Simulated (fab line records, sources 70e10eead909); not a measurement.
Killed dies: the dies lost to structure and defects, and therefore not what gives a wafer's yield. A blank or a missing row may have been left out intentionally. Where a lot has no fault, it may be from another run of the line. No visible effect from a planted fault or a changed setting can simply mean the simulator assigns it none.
Code-filled problem report in 8D (eight disciplines) form -- flow nandHarc -- the parts of the form that need people (team, actions taken, sign-off) are left out

== 1. WHAT IS WRONG ==
runLengthS at NHARC_P_CONTACT_ETCH_31 reads a mean of 72.8 s on 4 wafers of 2 lots; wafers without a fault read 107.2 s with a standard deviation of 0.42. Relative to the usual mean, that is a shift of -82 standard deviations.
The step: etches the open film in CH3F/O2, target depth 30 nm, time 85.7 s.
First seen on wafer L363.2, day 10 10:02, on rieDiel-13. Wafers with a number at this step in the record: 36, from 12 lots. Rule for "out" (also "out of limits"): further than 4 standard deviations from the usual mean. The rest of the wafers with a number are treated as sound.

== 2. WHAT THIS IS AND IS NOT ==
question,is,is not
which readings at this step,runLengthS,"chamberPressureMTorr, oesProductAu, rfVppV, showerheadPlenumPTorr"
which lots,"L363, L369","L357, L358, L360, L364, L374, L375, L376, L377, L379, L380"
which wafers of those lots,"L363.2, L363.4, L363.5, L369.4","L369.1, L369.3"
read on which tools,rieDiel-13,"rieDiel-02, rieDiel-07"
when,from day 10 10:02,"up to then (12 sound wafers); but 20 sound wafers of L369, L374, L375, L376, L377, L379, L380 came after"

== 3. SUSPECTS, AND WHAT RULES EACH OUT ==
Counting: a tool at a process step up to the reading stays a suspect if it ran every lot that is out. Sound lots after the first of them don't rule it out here, since some wafers of a struck lot are sound.
- rieDiel-13 at NHARC_P_CONTACT_ETCH_36 (etches the open film in N2/H2, target depth 260 nm, time 406.25 s): kept. Ran every lot that is out, first one L363 (day 10 10:02); last sound lot up to then L364 (day 10 02:43). NHARC_P_CONTACT_ETCH_36: start missing for some lots; hours and lot order therefore follow NHARC_P_CONTACT_ETCH_31.
- rieDiel-13 at NHARC_P_CONTACT_ETCH_31 (etches the open film in CH3F/O2, target depth 30 nm, time 85.7 s): kept. Ran every lot that is out, first one L363 (day 10 10:02); last sound lot up to then L364 (day 10 02:43). Its own readings are out on those wafers: runLengthS.
- Within rieDiel-13 at NHARC_P_CONTACT_ETCH_31: the wafers that are out ran in chambers 2, 3; their sound lot-mates ran in chambers 0, 1.
The count leaves rieDiel-13 at NHARC_P_CONTACT_ETCH_31 and rieDiel-13 at NHARC_P_CONTACT_ETCH_36.

== 4. THE CAUSE (what the simulator had put in) ==
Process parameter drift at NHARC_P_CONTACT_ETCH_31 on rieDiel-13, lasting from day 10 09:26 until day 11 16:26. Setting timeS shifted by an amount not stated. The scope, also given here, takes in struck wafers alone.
Of the 2 suspects that counting leaves, this tool is one.

== 5. THE EFFECT CHAIN, in route order ==
One row per reading whose mean, taken over the struck wafers that have a number, lies over 3 standard deviations from the usual. Only readings for which the record gives a usual standard deviation are gone through. hours: the time from each lot's start at the first step in this table that gives one to its start at this step, as a median over the lots. sigmas: the change in usual standard deviations.
hours,step,reading,usual,on struck wafers,change,sigmas
0,NHARC_P_CONTACT_ETCH_31,runLengthS,107.2 s,72.8,-34.4,-82
Here are the process steps it includes:
- NHARC_P_CONTACT_ETCH_31: etches the open film in CH3F/O2, target depth 30 nm, time 85.7 s.

== 6. WHAT WOULD HAVE CAUGHT IT SOONER ==
In this record the first reading out of limits was taken at day 10 10:02, 1 hour after the fault began at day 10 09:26.
